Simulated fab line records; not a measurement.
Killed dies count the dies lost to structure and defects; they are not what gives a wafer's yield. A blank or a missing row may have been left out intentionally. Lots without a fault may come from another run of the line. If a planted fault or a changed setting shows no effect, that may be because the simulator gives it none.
Which of the tools did it? ; flow nand_harc ; 66 wafers from 22 lots sampled at 6 of the route's 1302 steps

WHAT THE GAUGES READ, wafer by wafer
The record holds no reading of a measuring or inspecting step that can be judged against a usual standard deviation.

EACH LOT AND THE TOOL THAT RAN IT (in order: tool; ch and the chambers of the sampled wafers; start)
lot;NHARC_A_STAIRCASE_DESCUM_312;NHARC_A_STAIRCASE_ETCH_313;NHARC_A_STAIRCASE_ETCH_315;NHARC_A_STAIRCASE_ALD_415;NHARC_A_STAIRCASE_DESCUM_443;NHARC_A_SGD_CUT_DEP_00
L074;rie_diel-12 ch 0,1, day 16 12:44;rie_diel-12 ch 0,1, day 16 12:49;rie_diel-12 ch 0,2,3, day 16 15:03 or earlier;ald_hk-04 ch 1,2,3, day 16 15:03;rie_diel-02 ch 0,1,2, day 18 09:13;pecvd-04 ch 0,2, day 18 16:27
L075;rie_diel-12 ch 0,1,3, day 17 11:50;rie_diel-12 ch 0,1,3, day 17 11:56;rie_diel-12 ch 1,2, day 17 14:08 or earlier;ald_hk-04 ch 1,2, day 17 14:08;rie_diel-09 ch 0,2,3, day 19 06:07;pecvd-01 ch 0,1,2, day 19 13:15
L076;rie_diel-12 ch 0,1,2, day 17 13:40;rie_diel-12 ch 1,2,3, day 17 13:47;rie_diel-12 ch 0,2, day 17 16:02 or earlier;ald_hk-04 ch 0,1, day 17 16:02;rie_diel-12 ch 0,1,2, day 19 06:04;pecvd-03 ch 0,1, day 19 13:26
L078;rie_diel-09 ch 0,1,3, day 18 10:49;rie_diel-09 ch 0,2,3, day 18 11:03;rie_diel-09 ch 0,1,2, day 18 13:41 or earlier;ald_hk-01 ch 1,2, day 18 13:41;rie_diel-12 ch 0,3, day 20 09:29;pecvd-03 ch 0,1,2, day 20 16:55
L077;rie_diel-09 ch 0,1,3, day 18 11:07;rie_diel-09 ch 2,3, day 18 11:26;rie_diel-09 ch 2,3, day 18 14:52 or earlier;ald_hk-03 ch 0,1,3, day 18 14:52;rie_diel-02 ch 1,2, day 20 09:27;pecvd-04 ch 0,1,2, day 20 16:35
L080;rie_diel-09 ch 0,2,3, day 19 10:25;rie_diel-09 ch 0,1,3, day 19 10:30;rie_diel-09 ch 0,2,3, day 19 12:48 or earlier;ald_hk-04 ch 1,2, day 19 12:48;rie_diel-09 ch 0,1, day 21 05:21;pecvd-04 ch 0,1,2, day 21 12:40
L081;rie_diel-12 ch 0,1,2, day 20 05:47;rie_diel-12 ch 0,2,3, day 20 05:52;rie_diel-12 ch 0,1,3, day 20 07:39 or earlier;ald_hk-03 ch 0,1,2, day 20 07:39;rie_diel-12 ch 0,1,3, day 22 02:58;pecvd-01 ch 0,1,2, day 22 10:13
L082;rie_diel-09 ch 2,3, day 20 08:38;rie_diel-09 ch 1,2, day 20 08:44;rie_diel-09 ch 1,2,3, day 20 13:21 or earlier;ald_hk-04 ch 2,3, day 20 13:21;rie_diel-02 ch 1,2, day 22 03:14;pecvd-03 ch 0,1,2, day 22 10:28
L083;rie_diel-02 ch 1,2,3, day 21 01:58;rie_diel-02 ch 2,3, day 21 02:02;rie_diel-02 ch 0,1, day 21 05:23 or earlier;ald_hk-04 ch 2,3, day 21 05:23;rie_diel-02 ch 0,1,3, day 23 01:10;pecvd-04 ch 0,2, day 23 08:29
L084;rie_diel-09 ch 0,1, day 21 03:40;rie_diel-09 ch 0,2,3, day 21 03:46;rie_diel-09 ch 0,3, day 21 05:46 or earlier;ald_hk-03 ch 0,1,2, day 21 05:46;rie_diel-09 ch 0,3, day 23 00:58;pecvd-01 ch 1,2, day 23 08:06
L085;rie_diel-02 ch 0,2, day 21 14:55;rie_diel-02 ch 0,1, day 21 15:00;rie_diel-02 ch 1,2,3, day 21 17:22 or earlier;ald_hk-03 ch 0,1,2, day 21 17:22;rie_diel-02 ch 0,1, day 23 10:58;pecvd-04 ch 1,2, day 23 18:22
L086;rie_diel-02 ch 1,2, day 21 22:02;rie_diel-02 ch 0,1, day 21 22:13;rie_diel-02 ch 1,2, day 22 00:39 or earlier;ald_hk-03 ch 0,1,2, day 22 00:39;rie_diel-12 ch 1,2, day 23 17:39;pecvd-04 ch 0,1,2, day 24 00:50
L088;rie_diel-02 ch 0,2,3, day 22 15:48;rie_diel-02 ch 0,1,2, day 22 15:55;rie_diel-02 ch 1,2,3, day 22 17:56 or earlier;ald_hk-04 ch 1,2,3, day 22 17:56;rie_diel-09 ch 0,1,2, day 24 09:16;pecvd-01 ch 0,1,2, day 24 16:24
L087;rie_diel-02 ch 0,1,3, day 22 19:52;rie_diel-02 ch 0,1,3, day 22 19:56;rie_diel-02 ch 0,1,2, day 22 21:59 or earlier;ald_hk-01 ch 0,1,3, day 22 21:59;rie_diel-02 ch 0,1,3, day 24 09:25;pecvd-04 ch 0,1,2, day 24 16:37
L091;rie_diel-02 ch 1,2,3, day 23 07:04;rie_diel-02 ch 0,2,3, day 23 07:16;rie_diel-02 ch 1,3, day 23 09:10 or earlier;ald_hk-03 ch 0,1,3, day 23 09:10;rie_diel-12 ch 2,3, day 25 01:05;pecvd-03 ch 0,1,2, day 25 11:35
L089;rie_diel-12 ch 1,2,3, day 23 10:38;rie_diel-12 ch 0,2, day 23 10:43;rie_diel-12 ch 0,1,3, day 23 12:29 or earlier;ald_hk-03 ch 0,1, day 23 12:29;rie_diel-12 ch 0,1,3, day 25 01:03;pecvd-04 ch 0,1, day 25 08:12
L090;rie_diel-02 ch 1,2,3, day 23 17:47;rie_diel-02 ch 2,3, day 23 18:10;rie_diel-02 ch 0,2,3, day 23 20:10 or earlier;ald_hk-01 ch 0,3, day 23 20:10;rie_diel-12 ch 0,3, day 25 13:31;pecvd-03 ch 0,1, day 25 20:40
L092;rie_diel-12 ch 2,3, day 24 13:11;rie_diel-12 ch 0,1,3, day 24 13:16;rie_diel-12 ch 1,2, day 24 15:02 or earlier;ald_hk-03 ch 0,1,2, day 24 15:02;rie_diel-12 ch 0,2,3, day 26 10:40;pecvd-04 ch 0,2, day 26 17:49
L093;rie_diel-09 ch 0,1, day 24 16:46;rie_diel-09 ch 0,2,3, day 24 16:52;rie_diel-09 ch 0,2,3, day 24 19:53 or earlier;ald_hk-01 ch 1,2,3, day 24 19:53;rie_diel-02 ch 1,2,3, day 26 10:30;pecvd-01 ch 0,1, day 26 17:40
L095;rie_diel-09 ch 0,1, day 25 15:10;rie_diel-09 ch 0,1, day 25 15:16;rie_diel-09 ch 0,1,3, day 25 17:16 or earlier;ald_hk-04 ch 0,2, day 25 17:16;rie_diel-09 ch 0,1, day 27 06:56;pecvd-01 ch 0,1,2, day 27 14:16
L096;rie_diel-09 ch 0,2,3, day 25 17:07;rie_diel-09 ch 0,2, day 25 17:15;rie_diel-09 ch 0,1,3, day 25 19:16 or earlier;ald_hk-01 ch 1,3, day 25 19:16;rie_diel-02 ch 1,2,3, day 27 07:10;pecvd-03 ch 1,2, day 27 14:43
L097;rie_diel-09 ch 0,1,2, day 26 14:55;rie_diel-09 ch 2,3, day 26 14:59;rie_diel-09 ch 0,1,2, day 26 16:46 or earlier;ald_hk-03 ch 0,2, day 26 16:46;rie_diel-02 ch 1,2, day 28 08:20;pecvd-01 ch 0,1,2, day 28 15:29
- NHARC_A_STAIRCASE_DESCUM_312: chemistry O2, time 3 s.
- NHARC_A_STAIRCASE_ETCH_313: etches the open film in CF4/CHF3.
- NHARC_A_STAIRCASE_ETCH_315: etches the open film in C4F8/O2/Ar, target depth 2500 nm, time 607.1 s.
- NHARC_A_STAIRCASE_ALD_415: deposits SiO2, target thk 30 nm, pulse time 6 s, ald cycles 300.
- NHARC_A_STAIRCASE_DESCUM_443: chemistry O2, time 3 s.
- NHARC_A_SGD_CUT_DEP_00: deposits SiNx, target thk 50 nm.

WHAT THE TOOLS THEMSELVES READ (means of the sampled wafers that have a number; where no wafer has one, the mark that the record gives instead)
NHARC_A_STAIRCASE_DESCUM_312.
lot;tool;chamber_pressure_mTorr (mTorr);drypump_motor_current_A (A);oes_product_au (a.u.);rf_vpp_V (V);showerhead_plenum_p_Torr (Torr);throttle_valve_pct (%)
L074;rie_diel-12;59.99;5.5;0.994;57.6;1.86;11.319
L075;rie_diel-12;60.00;5.4;0.998;58.2;1.90;11.304
L076;rie_diel-12;60.03;5.7;0.996;57.8;1.94;11.310
L078;rie_diel-09;59.99;5.7;0.996;57.2;1.89;11.316
L077;rie_diel-09;60.02;5.8;0.997;58.0;1.89;11.311
L080;rie_diel-09;60.00;5.6;1.006;57.4;1.89;11.308
L081;rie_diel-12;60.05;5.7;0.997;56.9;1.93;11.302
L082;rie_diel-09;59.96;5.8;1.017;56.9;1.92;11.314
L083;rie_diel-02;59.97;5.6;1.006;57.0;1.84;11.304
L084;rie_diel-09;59.99;5.8;1.011;58.3;1.93;11.304
L085;rie_diel-02;60.00;5.9;1.006;57.4;1.86;11.303
L086;rie_diel-02;60.00;5.8;0.997;57.0;1.83;11.311
L088;rie_diel-02;60.01;5.7;1.003;57.1;1.82;11.308
L087;rie_diel-02;59.97;5.8;1.003;57.5;1.87;11.315
L091;rie_diel-02;59.95;5.7;0.998;57.7;1.83;11.318
L089;rie_diel-12;59.97;5.6;0.996;58.3;1.92;11.308
L090;rie_diel-02;60.03;5.6;1.008;57.1;1.83;11.308
L092;rie_diel-12;60.08;5.7;0.994;58.2;2.00;11.304
L093;rie_diel-09;60.00;5.8;1.007;57.6;1.93;11.311
L095;rie_diel-09;59.98;5.9;1.014;58.0;1.93;11.308
L096;rie_diel-09;60.05;5.6;1.004;58.1;1.88;11.315
L097;rie_diel-09;59.99;5.7;0.998;57.8;1.93;11.311

NHARC_A_STAIRCASE_ETCH_313.
lot;tool;chamber_pressure_mTorr (mTorr);drypump_motor_current_A (A);oes_product_au (a.u.);rf_vpp_V (V);showerhead_plenum_p_Torr (Torr);throttle_valve_pct (%)
L074;rie_diel-12;24.993;5.6;0.956;368.6;1.53;16.802
L075;rie_diel-12;25.015;5.4;0.934;370.6;1.56;16.802
L076;rie_diel-12;24.974;5.5;0.916;371.3;1.59;16.798
L078;rie_diel-09;24.982;5.6;0.923;370.8;1.56;16.806
L077;rie_diel-09;24.997;5.8;0.928;369.1;1.54;16.797
L080;rie_diel-09;24.971;5.8;0.921;370.3;1.55;16.810
L081;rie_diel-12;24.991;5.6;0.978;372.7;1.62;16.800
L082;rie_diel-09;24.991;5.9;0.936;372.2;1.63;16.799
L083;rie_diel-02;25.005;5.4;0.932;367.0;1.48;16.802
L084;rie_diel-09;24.980;5.6;0.931;370.0;1.56;16.800
L085;rie_diel-02;25.017;6.0;0.929;370.6;1.57;16.794
L086;rie_diel-02;25.012;6.1;0.925;370.4;1.57;16.806
L088;rie_diel-02;25.011;5.9;0.950;369.5;1.54;16.806
L087;rie_diel-02;24.976;5.8;0.971;369.3;1.54;16.801
L091;rie_diel-02;25.017;5.7;0.932;367.8;1.51;16.801
L089;rie_diel-12;25.001;5.9;0.921;373.4;1.64;16.803
L090;rie_diel-02;24.993;5.4;0.959;367.0;1.47;16.811
L092;rie_diel-12;24.992;5.4;0.925;369.8;1.55;16.807
L093;rie_diel-09;25.000;5.6;0.917;370.2;1.55;16.806
L095;rie_diel-09;25.011;5.5;0.927;371.1;1.56;16.803
L096;rie_diel-09;24.987;5.4;0.920;370.0;1.57;16.810
L097;rie_diel-09;25.014;5.8;0.933;368.8;1.53;16.802

NHARC_A_STAIRCASE_ETCH_315.
lot;tool;chamber_pressure_mTorr (mTorr);oes_product_au (a.u.);rf_vpp_V (V)
L074;rie_diel-12;24.994;0.953;1835
L075;rie_diel-12;24.995;0.918;1825
L076;rie_diel-12;25.026;0.917;1835
L078;rie_diel-09;24.979;0.938;1832
L077;rie_diel-09;25.009;0.931;1822
L080;rie_diel-09;25.000;0.944;1824
L081;rie_diel-12;25.003;0.953;1823
L082;rie_diel-09;24.995;0.943;1827
L083;rie_diel-02;24.990;0.939;1827
L084;rie_diel-09;25.011;0.931;1820
L085;rie_diel-02;24.996;0.925;1817
L086;rie_diel-02;25.012;0.928;1816
L088;rie_diel-02;25.003;0.947;1817
L087;rie_diel-02;24.987;0.938;1821
L091;rie_diel-02;24.996;0.939;1822
L089;rie_diel-12;24.994;0.936;1823
L090;rie_diel-02;25.004;0.946;1815
L092;rie_diel-12;24.990;0.927;1822
L093;rie_diel-09;24.999;0.934;1823
L095;rie_diel-09;25.011;0.938;1821
L096;rie_diel-09;24.983;0.936;1823
L097;rie_diel-09;24.987;0.937;1830

NHARC_A_STAIRCASE_ALD_415.
lot;tool;heater_power_w (W);precursor_pulse_height_rel
L074;ald_hk-04;436;1.005
L075;ald_hk-04;439;0.991
L076;ald_hk-04;440;1.013
L078;ald_hk-01;402;1.010
L077;ald_hk-03;426;0.997
L080;ald_hk-04;456;1.010
L081;ald_hk-03;446;0.997
L082;ald_hk-04;461;1.016
L083;ald_hk-04;436;1.004
L084;ald_hk-03;444;1.022
L085;ald_hk-03;445;1.013
L086;ald_hk-03;456;1.009
L088;ald_hk-04;435;0.992
L087;ald_hk-01;426;0.988
L091;ald_hk-03;429;0.991
L089;ald_hk-03;446;0.989
L090;ald_hk-01;438;1.006
L092;ald_hk-03;450;1.003
L093;ald_hk-01;405;1.002
L095;ald_hk-04;489;1.003
L096;ald_hk-01;411;0.983
L097;ald_hk-03;458;0.991

NHARC_A_STAIRCASE_DESCUM_443.
lot;tool;chamber_pressure_mTorr (mTorr);drypump_motor_current_A (A);oes_product_au (a.u.);rf_vpp_V (V);showerhead_plenum_p_Torr (Torr);throttle_valve_pct (%)
L074;rie_diel-02;59.99;5.9;1.008;58.1;1.88;11.310
L075;rie_diel-09;60.04;5.6;1.012;58.4;1.89;11.312
L076;rie_diel-12;59.98;5.7;0.998;58.3;1.93;11.314
L078;rie_diel-12;60.02;5.4;1.015;58.3;1.93;11.313
L077;rie_diel-02;59.99;5.8;1.000;57.2;1.84;11.311
L080;rie_diel-09;60.00;5.9;1.000;58.0;1.93;11.305
L081;rie_diel-12;60.03;5.4;1.011;57.5;1.89;11.316
L082;rie_diel-02;60.01;5.8;1.011;57.9;1.83;11.313
L083;rie_diel-02;59.98;5.8;1.006;57.7;1.87;11.313
L084;rie_diel-09;60.03;5.7;1.014;57.2;1.83;11.302
L085;rie_diel-02;60.06;6.1;1.000;58.0;1.90;11.313
L086;rie_diel-12;60.01;5.7;1.000;57.5;1.88;11.305
L088;rie_diel-09;59.96;5.7;1.005;58.5;1.94;11.315
L087;rie_diel-02;60.04;5.8;1.003;58.5;1.86;11.311
L091;rie_diel-12;59.99;5.7;0.993;58.5;2.00;11.312
L089;rie_diel-12;59.99;5.4;1.002;57.4;1.88;11.318
L090;rie_diel-12;60.01;5.4;1.001;57.9;1.92;11.316
L092;rie_diel-12;59.94;5.5;0.993;58.5;1.95;11.310
L093;rie_diel-02;59.90;5.6;1.014;56.5;1.82;11.310
L095;rie_diel-09;59.97;5.9;1.002;58.4;1.92;11.310
L096;rie_diel-02;60.04;5.6;1.014;56.9;1.82;11.316
L097;rie_diel-02;59.98;5.9;1.001;58.2;1.87;11.309

NHARC_A_SGD_CUT_DEP_00.
lot;tool;heater_power_w (W)
L074;pecvd-04;687
L075;pecvd-01;656
L076;pecvd-03;774
L078;pecvd-03;710
L077;pecvd-04;656
L080;pecvd-04;670
L081;pecvd-01;666
L082;pecvd-03;722
L083;pecvd-04;623
L084;pecvd-01;701
L085;pecvd-04;551
L086;pecvd-04;635
L088;pecvd-01;673
L087;pecvd-04;614
L091;pecvd-03;699
L089;pecvd-04;602
L090;pecvd-03;736
L092;pecvd-04;673
L093;pecvd-01;681
L095;pecvd-01;714
L096;pecvd-03;659
L097;pecvd-01;700

THE ANSWER, worked out from the rows above alone
Rule: the lots themselves supply what counts as usual. The widest of any qualifying gaps counts: lots, ordered by their means at a reading, are off when they make up no more than a third of the lots, leave a main group of 4 or more, and stand apart from it by 3 or more times the standard deviation of that group's means. Not used: any main group whose means are identical at the precision the tables above print for the reading. Also off: a lot with no number at a reading for which 4 or more lots have one. Where the step has rows for the other lots, those lots are counted as sound. Order of review: gauges by route order, followed by the tools' own readings, for which a lot's mean as printed above is used. The first step at which some lot is off is used, and at that step the reading that is off furthest; a lot without a number counts as furthest.
No lot is off on any of the readings shown, so nothing can be concluded from this.

WHAT THE SIMULATOR PUT IN
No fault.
